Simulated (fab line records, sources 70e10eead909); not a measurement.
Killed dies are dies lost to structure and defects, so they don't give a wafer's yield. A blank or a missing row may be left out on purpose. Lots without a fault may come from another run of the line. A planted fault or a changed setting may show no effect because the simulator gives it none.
fab line records | flow nand_harc | part 1 of 2: steps 1 to 21 of 32
record lots=5 wafers=15 last_day=33
route steps=1302 shown P_BONDPAD@362 A_START@389 A_ZERO_WELL@390
lots that met no fault: from a run of the same line without faults
start_h: hours from the record's first day to the start of the lot's first wafer shown | wait_h: hours since the lot's step before | " the same as in the row above | L1.1+2: a row that stands for several wafers | - no value, or no start given | * or withheld: withheld | < > ~ a bound
route shown NAME@n: a module of which the file shows steps, and the number in the route of the first | usual: mean/standard deviation of fault-free wafers | same: alike in all rows | chamber/n: place in a boat | sites: the reading at each site | _std_site: their standard deviation | _edge_site: outer sites' mean less inner sites' | radius_mm: how far each site lies from the wafer's centre | mask NAME#n: copy n | behind: the tool/chamber that last shaped the wafer | hold: why the lot was held/for how many hours/how that ended | device: the transistor (n, p or np) that didn't switch | end of line: the same wafers' tests at the end of the route | a step without rows: its recipe alone | killed: dies lost to structure and defects at the first sort, not the wafer's yield | map: a wafer's dies, x killed, . not, _ none there
set.NAME: the setting as run; set.NAME@STEP: as run at that earlier step | model.NAME: the simulator's own value behind a step, which no gauge read
lots at some steps of the route; a table a step, a row a wafer
services: from which hour (start_h, from the record's first day; less than 0 if before it) a tool's chamber was out of use, for how many hours, and why
## steps
# step NHARC_P_BONDPAD_PEB_07
# recipe peb_temp_c=128 peb_time_s=80
# usual chill_plate_temp_C=22.99/0.1 exhaust_pa=45.2/0.92 plate_temp_C=127.99/0.13
# same peb_time_s=80
# columns lot.wafer tool chamber start_h wait_h chill_plate_temp_C exhaust_pa plate_temp_C
L080.1 litho_track-03 0 243.13 0.1 22.90 45.7 128.15
L080.3 " 0 " " 22.95 47.8 128.06
L080.6 " 0 " " 22.94 45.6 128.21
L079.2 litho_track-03 0 248.58 0.1 22.79 44.6 128.04
L079.4 " 0 " " 22.87 45.9 128.10
L079.6 " 0 " " 22.96 45.1 128.01
L085.1 litho_track-02 0 249.94 0.1 23.09 44.9 127.86
L085.2 " 0 " " 23.04 44.0 127.87
L085.5 " 0 " " 23.08 44.3 128.05
L086.2 litho_track-02 0 253.42 0.1 23.15 44.9 127.90
L086.5 " 0 " " 22.91 44.9 128.19
L086.6 " 0 " " 22.97 44.8 128.17
L095.2 litho_track-02 0 351.55 0.1 22.76 44.2 128.02
L095.4 " 0 " " 22.90 46.2 128.13
L095.6 " 0 " " 22.82 45.3 128.19
# step NHARC_P_BONDPAD_DEVELOP_08
# recipe time_s=50 dev_temp_c=22
# usual chill_plate_temp_C=22.99/0.11 exhaust_pa=45.1/0.95
# columns lot.wafer tool chamber start_h wait_h chill_plate_temp_C exhaust_pa
L080.1 litho_track-03 0 - - 22.96 46.1
L080.3 " 0 " " 22.96 45.9
L080.6 " 0 " " 22.99 46.5
L079.2 litho_track-03 0 - - 22.96 45.1
L079.4 " 0 " " 23.10 45.2
L079.6 " 0 " " 23.18 46.2
L085.1 litho_track-02 0 - - 22.99 44.6
L085.2 " 0 " " 22.89 45.5
L085.5 " 0 " " 22.74 46.1
L086.2 litho_track-02 0 - - 22.93 44.1
L086.5 " 0 " " 22.85 44.4
L086.6 " 0 " " 23.04 44.3
L095.2 litho_track-02 0 - - 22.94 43.9
L095.4 " 0 " " 23.06 43.3
L095.6 " 0 " " 22.98 44.1
# step NHARC_P_BONDPAD_CD_MEAS_09
# recipe target_cd_nm=500 landing_energy_ev=500
# usual cd_nm=500.1/2.4
# columns lot.wafer tool chamber start_h wait_h cd_nm
L080.1 cd_sem-01 0 243.21 - 498.9
L080.3 " 0 " " 497.2
L080.6 " 0 " " 501.3
L079.2 cd_sem-01 0 248.67 - 496.1
L079.4 " 0 " " 493.4
L079.6 " 0 " " 497.4
L085.1 cd_sem-02 0 250.02 - 502.2
L085.2 " 0 " " 499.5
L085.5 " 0 " " 502.0
L086.2 cd_sem-02 0 253.51 - 499.9
L086.5 " 0 " " 500.3
L086.6 " 0 " " 501.5
L095.2 cd_sem-01 0 351.63 - 501.8
L095.4 " 0 " " 500.0
L095.6 " 0 " " 501.1
# step NHARC_P_BONDPAD_OVL_MEAS_38
# usual overlay_x_nm=-2/6.3 overlay_y_nm=1/6.3
# columns lot.wafer tool chamber start_h wait_h overlay_x_nm overlay_y_nm
L080.1 overlay-01 - 243.30 - -9 5
L080.3 " - " " -9 6
L080.6 " - " " -10 6
L079.2 overlay-02 - 248.75 - -10 -1
L079.4 " - " " -10 -1
L079.6 " - " " -11 -1
L085.1 overlay-02 - 250.11 - -2 -5
L085.2 " - " " -2 -6
L085.5 " - " " -3 -5
L086.2 overlay-01 - 253.60 - -8 13
L086.5 " - " " -8 13
L086.6 " - " " -8 13
L095.2 overlay-02 - 351.72 - -3 7
L095.4 " - " " -4 6
L095.6 " - " " -3 6
# step NHARC_P_BONDPAD_HARDBAKE_10
# recipe temp_c=118 time_s=65
# usual chill_plate_temp_C=22.99/0.12 exhaust_pa=45.2/0.93 plate_temp_C=118.04/0.13
# columns lot.wafer tool chamber start_h wait_h chill_plate_temp_C exhaust_pa plate_temp_C
L080.1 litho_track-03 0 243.35 0.0 22.93 45.1 118.07
L080.3 " 0 " " 23.00 44.4 118.03
L080.6 " 0 " " 22.93 45.8 117.98
L079.2 litho_track-03 0 248.80 0.0 22.97 44.8 118.04
L079.4 " 0 " " 23.10 45.7 118.24
L079.6 " 0 " " 22.88 44.9 118.27
L085.1 litho_track-05 0 250.16 0.0 22.91 46.0 118.08
L085.2 " 0 " " 22.91 46.2 117.93
L085.5 " 0 " " 22.89 46.2 118.10
L086.2 litho_track-05 0 253.65 0.0 22.83 45.3 118.13
L086.5 " 0 " " 22.90 42.4 117.95
L086.6 " 0 " " 22.94 45.8 118.06
L095.2 litho_track-02 0 351.77 0.0 23.22 44.1 117.98
L095.4 " 0 " " 23.24 44.1 118.06
L095.6 " 0 " " 23.25 44.6 118.18
# step NHARC_P_BONDPAD_DESCUM_11
# recipe time_s=3 o2_flow_sccm=200 ar_flow_sccm=0 bias_power_w=0 chemistry=O2
# usual drypump_motor_current_A=5.74/0.26 oes_product_au=0.994/0.012 rf_vpp_V=57.8/0.83 showerhead_plenum_p_Torr=1.90/0.072 throttle_valve_pct=11.312/0.0078
# columns lot.wafer tool chamber start_h wait_h drypump_motor_current_A oes_product_au rf_hours_counter_h rf_vpp_V showerhead_plenum_p_Torr throttle_valve_pct
L080.3 rie_diel-13 0 243.42 - 5.90 1.017 2.9 57.1 1.82 11.294
L080.1 " 2 " " 6.14 1.008 2.9 57.4 1.87 11.318
L080.6 " 0 " " 5.90 1.014 - 56.5 1.82 11.305
L079.2 rie_diel-13 2 248.89 - 6.09 1.018 3.0 57.7 1.87 11.314
L079.4 " 3 " " 5.40 0.986 3.1 57.8 1.85 11.328
L079.6 " 0 " " 5.87 1.016 - 57.6 1.82 11.324
L085.1 rie_diel-11 2 250.24 - 5.44 0.992 7.8 58.4 1.88 11.312
L085.2 " 3 " " 6.33 1.003 8.3 58.9 2.01 11.305
L085.5 " 2 " " 5.43 0.984 - 58.0 1.88 11.314
L086.2 rie_diel-13 3 253.73 - 5.40 0.977 3.3 58.2 1.85 11.305
L086.6 " 2 " " 6.13 1.011 - 58.3 1.87 11.303
L086.5 " 3 " " 5.39 0.995 - 57.1 1.85 11.320
L095.2 rie_diel-13 0 351.86 - 5.86 1.013 0 56.1 1.82 11.308
L095.4 " 1 " " 5.68 0.990 0 58.9 2.01 11.307
L095.6 " 2 " " 6.11 1.011 - 56.9 1.87 11.314
# step NHARC_P_BONDPAD_ETCH_37
# recipe target_depth_a=600 overetch_a=180 time_s=65.91 ion_energy_ev=200 n2_flow_sccm=150 h2_flow_sccm=150 ar_flow_sccm=0 rf_w=400 bias_w=150 chemistry=N2/H2
# usual drypump_motor_current_A=5.76/0.26 oes_product_au=0.994/0.011 rf_fwd_power_W=395.5/1.7 rf_vpp_V=430.3/2.4 showerhead_plenum_p_Torr=2.03/0.08 throttle_valve_pct=14.170/0.0092
# columns lot.wafer tool chamber start_h wait_h drypump_motor_current_A oes_product_au rf_fwd_power_W rf_hours_counter_h rf_vpp_V showerhead_plenum_p_Torr throttle_valve_pct
L080.3 rie_diel-13 2 243.52 0.1 6.15 1.011 394.4 2.9 430.0 2.00 14.169
L080.1 " 3 " " 5.39 0.984 393.4 2.9 429.7 1.98 14.190
L080.6 " 2 " " 6.11 1.004 393.2 - 430.5 2.00 14.193
L079.2 rie_diel-13 1 248.96 0.1 5.67 0.995 396.0 1.1 432.2 2.14 14.167
L079.4 " 0 " " 5.86 1.015 394.8 3.0 427.6 1.94 14.170
L079.6 " 1 " " 5.66 0.997 397.5 - 433.8 2.14 14.161
L085.2 rie_diel-11 3 250.33 0.1 6.33 1.002 395.2 8.3 435.4 2.15 14.173
L085.1 " 1 " " 5.55 1.002 397.3 7.9 427.5 1.89 14.182
L085.5 " 3 " " 6.31 1.006 395.8 - 434.1 2.15 14.169
L086.2 rie_diel-13 1 253.82 0.1 5.65 0.987 396.0 1.5 433.1 2.14 14.167
L086.6 " 3 " " 5.41 0.984 393.5 - 428.1 1.98 14.175
L086.5 " 0 " " 5.90 1.005 397.1 - 429.0 1.94 14.161
L095.2 rie_diel-13 0 351.93 0.1 5.87 1.019 397.7 0.0 427.0 1.94 14.183
L095.4 " 2 " " 6.15 1.003 394.4 0.0 429.5 2.00 14.171
L095.6 " 0 " " 5.88 1.020 395.3 - 428.0 1.94 14.184
# step NHARC_P_BONDPAD_ETCH_12
# recipe target_depth_a=2000 time_s=100 chf3_flow_sccm=50 o2_flow_sccm=10 ar_flow_sccm=200 rf_w=500 bias_w=200 chemistry=CHF3/O2
# usual drypump_motor_current_A=5.75/0.26 oes_product_au=0.944/0.023 rf_fwd_power_W=496.2/1.9 rf_vpp_V=370.3/2.1 showerhead_plenum_p_Torr=2.39/0.089 throttle_valve_pct=20.574/0.0099
# columns lot.wafer tool chamber start_h wait_h drypump_motor_current_A oes_product_au rf_fwd_power_W rf_hours_counter_h rf_vpp_V showerhead_plenum_p_Torr throttle_valve_pct
L080.3 rie_diel-13 0 - - 5.88 0.979 500.0 2.9 368.4 2.29 20.572
L080.1 " 3 " " 5.40 0.962 496.1 2.9 369.0 2.33 20.569
L080.6 " 0 " " 5.88 0.974 500.5 - 368.5 2.29 20.582
L079.2 rie_diel-13 3 - - 5.42 0.916 494.6 3.1 368.9 2.33 20.569
L079.4 " 0 " " 5.88 0.948 496.9 3.1 368.5 2.29 20.572
L079.6 " 1 " " 5.66 0.919 494.8 - 373.6 2.51 20.573
L085.2 rie_diel-11 3 - - 6.33 0.944 497.0 8.3 372.2 2.52 20.572
L085.1 " 0 " " 5.77 0.919 497.5 8.6 372.7 2.47 20.586
L085.5 " 0 " " 5.78 0.911 498.6 - 371.0 2.47 20.577
L086.2 rie_diel-13 1 - - 5.67 0.921 498.8 1.5 374.0 2.51 20.584
L086.5 " 1 " " 5.68 0.918 497.2 - 372.6 2.51 20.571
L086.6 " 2 " " 6.14 0.932 493.0 - 369.9 2.35 20.586
L095.2 rie_diel-13 2 - - 6.16 0.960 492.5 0.0 369.1 2.35 20.573
L095.4 " 0 " " 5.87 0.982 498.7 0.0 367.5 2.29 20.569
L095.6 " 2 " " 6.18 0.965 492.4 - 368.7 2.35 20.574
# step NHARC_P_BONDPAD_CD_MEAS_13
# usual cd_nm=499.9/2.6
# columns lot.wafer tool chamber start_h wait_h cd_nm
L080.1 cd_sem-01 - 243.74 - 498.6
L080.3 " - " " 497.3
L080.6 " - " " 502.0
L079.2 cd_sem-03 - 249.19 - 495.0
L079.4 " - " " 491.9
L079.6 " - " " 497.1
L085.1 cd_sem-01 - 250.55 - 502.0
L085.2 " - " " 499.2
L085.5 " - " " 502.5
L086.2 cd_sem-03 - 254.04 - 499.7
L086.5 " - " " 498.6
L086.6 " - " " 501.1
L095.2 cd_sem-01 - 352.16 - 500.5
L095.4 " - " " 500.0
L095.6 " - " " 501.8
# step NHARC_P_BONDPAD_STRIP_15
# recipe o2_flow_sccm=500 ar_flow_sccm=0 bias_w=0 chemistry=O2
# usual drypump_motor_current_A=5.76/0.27 oes_product_au=0.997/0.012 rf_vpp_V=57.8/0.93 showerhead_plenum_p_Torr=3.50/0.12 throttle_valve_pct=17.036/0.0082
# columns lot.wafer tool chamber start_h wait_h drypump_motor_current_A oes_product_au rf_hours_counter_h rf_vpp_V showerhead_plenum_p_Torr throttle_valve_pct
L080.3 rie_diel-13 2 243.81 0.1 6.10 1.011 2.9 58.6 3.46 17.043
L080.1 " 0 " " 5.89 1.017 2.9 56.6 3.37 17.036
L080.6 " 2 " " 6.12 1.017 - 58.0 3.46 17.032
L079.2 rie_diel-13 1 249.28 0.1 5.66 0.995 1.2 57.6 3.69 17.035
L079.4 " 2 " " 6.09 1.019 3.1 58.6 3.46 17.033
L079.6 " 1 " " 5.67 0.995 - 58.9 3.69 17.038
L085.2 rie_diel-13 2 250.65 0.1 6.16 1.009 3.2 56.4 3.46 17.034
L085.1 " 3 " " 5.40 0.973 3.2 57.1 3.43 17.030
L085.5 " 1 " " 5.67 0.998 - 56.4 3.69 17.029
L086.2 rie_diel-02 1 254.17 0.1 5.99 0.995 0.3 57.1 3.39 17.047
L086.6 " 2 " " 5.71 0.993 - 58.2 3.47 17.026
L086.5 " 3 " " 5.75 0.982 - 57.3 3.53 17.051
L095.2 rie_diel-02 0 352.23 0.1 5.55 1.001 7.0 59.7 3.68 17.039
L095.4 " 3 " " 5.75 0.999 7.7 57.5 3.52 17.037
L095.6 " 1 " " 5.97 1.003 - 57.2 3.39 17.024
# step NHARC_P_BONDPAD_ETCH_24
# recipe target_depth_a=300 over_etch_frac=0.3 time_s=72.99 ion_energy_ev=150 cf4_flow_sccm=50 n2_flow_sccm=100 ar_flow_sccm=150 rf_w=300 bias_w=100 chemistry=CF4/N2
# usual drypump_motor_current_A=5.74/0.25 oes_product_au=0.995/0.012 rf_fwd_power_W=297.1/1.2 rf_vpp_V=313.9/1.9 showerhead_plenum_p_Torr=2.61/0.098 throttle_valve_pct=19.794/0.0086
# columns lot.wafer tool chamber start_h wait_h drypump_motor_current_A oes_product_au rf_fwd_power_W rf_hours_counter_h rf_vpp_V showerhead_plenum_p_Torr throttle_valve_pct
L080.1 rie_diel-13 0 - - 5.88 1.015 295.2 3.0 311.9 2.51 19.797
L080.3 " 2 " " 6.13 1.006 295.9 3.0 313.1 2.57 19.784
L080.6 " 3 " " 5.42 0.975 294.6 - 311.8 2.55 19.780
L079.2 rie_diel-13 0 - - 5.88 1.010 296.4 3.1 312.6 2.51 19.792
L079.4 " 1 " " 5.67 0.995 297.9 1.3 316.1 2.75 19.791
L079.6 " 0 " " 5.86 1.020 298.3 - 311.6 2.50 19.793
L085.1 rie_diel-13 0 - - 5.88 1.021 299.1 3.3 312.6 2.51 19.798
L085.2 " 3 " " 5.42 0.984 295.8 3.2 312.7 2.55 19.800
L085.5 " 1 " " 5.68 0.994 298.8 - 315.5 2.75 19.798
L086.2 rie_diel-02 2 - - 5.72 0.994 297.6 2.5 314.1 2.58 19.814
L086.6 " 0 " " 5.51 0.981 297.1 - 315.7 2.74 19.788
L086.5 " 1 " " 5.92 1.001 296.8 - 312.3 2.52 19.788
L095.4 rie_diel-02 1 - - 5.98 1.003 297.6 4.6 312.0 2.52 19.783
L095.2 " 2 " " 5.72 0.977 296.5 7.2 311.2 2.58 19.808
L095.6 " 1 " " 5.96 1.004 296.0 - 311.9 2.52 19.792
# step NHARC_P_BONDPAD_STRIP_16
# recipe time_s=600 temp_c=30 chemistry=post_etch_residue_remover
# columns lot.wafer tool chamber start_h wait_h
L080.6+3+1 wet_bench-10 0,2,4 244.10 -
L079.2+6+4 wet_bench-08 1,2,3 249.55 -
L085.5+1+2 wet_bench-08 4,5,6 250.91 -
L086.2+5+6 wet_bench-08 4,5,7 254.42 -
L095.2+4+6 wet_bench-08 0,1,3 352.51 -
# step NHARC_P_BONDPAD_DEGAS_25
# recipe temp_c=300 time_s=60
# usual heater_power_w=484/39
# columns lot.wafer tool chamber start_h wait_h heater_power_w
L080.1 pvd_sputter-03 - 244.37 - 551
L080.3 " - " " 442
L080.6 " - " " 489
L079.2 pvd_sputter-03 - 249.81 - 530
L079.4 " - " " 563
L079.6 " - " " 514
L085.2 pvd_sputter-02 - 251.17 - 465
L085.1 " - " " 447
L085.5 " - " " 467
L086.2 pvd_sputter-01 - 254.69 - 533
L086.5 " - " " 507
L086.6 " - " " 534
L095.4 pvd_sputter-01 - 352.78 - 525
L095.2 " - " " 520
L095.6 " - " " 508
# step NHARC_P_BONDPAD_PRE_CLEAN_26
# recipe time_s=30 temp_c=280 gas=H2/He
# usual heater_power_w=424/35
# columns lot.wafer tool chamber start_h wait_h heater_power_w
L080.1 pvd_sputter-03 - - - 458
L080.3 " - " " 420
L080.6 " - " " 485
L079.4 pvd_sputter-02 - 249.91 - 394
L079.2 " - " " 403
L079.6 " - " " 414
L085.1 pvd_sputter-02 - - - 393
L085.2 " - " " 410
L085.5 " - " " 409
L086.2 pvd_sputter-01 - - - 464
L086.5 " - " " 454
L086.6 " - " " 457
L095.2 pvd_sputter-01 - - - 463
L095.4 " - " " 450
L095.6 " - " " 460
# step NHARC_P_BONDPAD_PVD_17
# recipe target_thk_a=50 bias_v=168.6 power_w=15000 chamber_pressure_pa=0.12 time_s=8.06 substrate_temp_c=50 material=TaN
# usual throttle_valve_pct=29.8/1.2
# columns lot.wafer tool chamber start_h wait_h throttle_valve_pct
L080.3 pvd_sputter-03 - - - 30.3
L080.1 " - " " 28.7
L080.6 " - " " 30.1
L079.2 pvd_sputter-01 - 250.01 - 30.4
L079.4 " - " " 27.3
L079.6 " - " " 30.6
L085.2 pvd_sputter-02 - - - 30.4
L085.1 " - " " 30.4
L085.5 " - " " 29.3
L086.2 pvd_sputter-01 - - - 29.5
L086.5 " - " " 30.5
L086.6 " - " " 27.2
L095.4 pvd_sputter-01 - - - 31.0
L095.2 " - " " 29.4
L095.6 " - " " 30.8
# step NHARC_P_BONDPAD_PVD_27
# recipe target_thk_a=300 chamber_pressure_pa=5 power_w=5000 substrate_temp_c=30 time_s=20.49 material=Cu
# usual throttle_valve_pct=29.8/1.1
# columns lot.wafer tool chamber start_h wait_h throttle_valve_pct
L080.3 pvd_sputter-03 - - - 31.8
L080.1 " - " " 30.5
L080.6 " - " " 31.7
L079.2 pvd_sputter-01 - - - 30.4
L079.4 " - " " 27.2
L079.6 " - " " 30.6
L085.1 pvd_sputter-02 - - - 30.1
L085.2 " - " " 30.6
L085.5 " - " " 29.9
L086.2 pvd_sputter-01 - - - 29.7
L086.5 " - " " 30.6
L086.6 " - " " 27.2
L095.4 pvd_sputter-01 - - - 30.8
L095.2 " - " " 29.1
L095.6 " - " " 27.2
# step NHARC_P_BONDPAD_ECD_18
# recipe target_thk_a=4000 bath_temp_c=25 material=Cu
# columns lot.wafer tool chamber start_h wait_h
L080.1+3+6 ecd_cu-01 1 245.38 -
L079.2+4+6 ecd_cu-01 1,1,0 250.36 -
L085.2+1+5 ecd_cu-01 1,0,0 251.80 -
L086.2+5+6 ecd_cu-02 1,1,0 255.03 -
L095.2+4+6 ecd_cu-01 0,0,1 353.17 -
# step NHARC_P_BONDPAD_ANNEAL_28
# recipe temp_c=225 time_s=90
# usual wafer_temp_C_max=226.02/0.26
# columns lot.wafer tool chamber start_h wait_h wafer_temp_C_max
L080.1 rtp_anneal-02 0 245.75 0.3 225.41
L080.3 " 0 " " 225.89
L080.6 " 0 " " 225.91
L079.2 rtp_anneal-01 0 250.79 - 225.83
L079.4 " 0 " " 225.88
L079.6 " 0 " " 225.71
L085.1 rtp_anneal-01 0 252.17 - 225.74
L085.2 " 0 " " 225.77
L085.5 " 0 " " 225.96
L086.2 rtp_anneal-01 0 255.56 0.5 226.07
L086.5 " 0 " " 225.66
L086.6 " 0 " " 226.33
L095.2 rtp_anneal-01 0 353.60 - 225.96
L095.4 " 0 " " 225.96
L095.6 " 0 " " 225.87
# step NHARC_P_BONDPAD_CMP_19
# recipe t_overpolish_s=30 cu_recess_touch_s=16 target_thk_nm=160.81
# usual motor_current_A=12.3/1.4 overpolish_run_s=29.999/0.0081
# columns lot.wafer tool chamber start_h wait_h motor_current_A overpolish_run_s
L080.1 cmp-01 3 246.13 - 13.9 30.004
L080.3 " 0 " " 11.6 30.006
L080.6 " 2 " " 14.6 30.000
L079.2 cmp-01 1 251.15 - 11.0 29.993
L079.4 " 2 " " 14.5 29.995
L079.6 " 0 " " 12.6 29.998
L085.2 cmp-01 0 252.52 - 11.6 29.992
L085.1 " 3 " " 13.5 30.008
L085.5 " 0 " " 12.4 30.015
L086.2 cmp-04 0 255.91 - 11.0 30.003
L086.6 " 2 " " 12.4 29.996
L086.5 " 3 " " 13.1 30.013
L095.2 cmp-01 3 353.95 - 14.2 29.982
L095.4 " 0 " " 11.6 30.004
L095.6 " 2 " " 14.5 29.992
# step NHARC_P_BONDPAD_THK_MEAS_20
# recipe thk_meas_gauge=xrf
# usual thk_nm=160.6/1.4
# columns lot.wafer tool chamber start_h wait_h thk_nm
L080.1 film_metro-01 - 246.42 - 160.4
L080.3 " - " " 159.1
L080.6 " - " " 160.0
L079.2 film_metro-02 - 251.41 - 161.5
L079.4 " - " " 160.2
L079.6 " - " " 160.0
L085.1 film_metro-01 - 252.84 - 159.2
L085.2 " - " " 158.1
L085.5 " - " " 161.0
L086.2 film_metro-02 - 256.17 - 164.6
L086.5 " - " " 160.6
L086.6 " - " " 164.9
L095.2 film_metro-02 - 354.22 - 161.9
L095.4 " - " " 162.1
L095.6 " - " " 160.0
# step NHARC_P_BONDPAD_SRD_21
# recipe time_s=30 temp_c=23 dry_time_s=20 spin_rpm=1500
# columns lot.wafer tool chamber start_h wait_h
L080.6+3+1 wet_bench-08 2,3,7 246.46 0.0
L079.4+2+6 wet_bench-08 6,7,3 251.45 0.0
L085.2+1+5 wet_bench-10 5,6,7 252.89 0.1
L086.5+6+2 wet_bench-10 7,0,1 256.23 0.1
L095.4+6+2 wet_bench-10 7,0,2 354.26 0.0
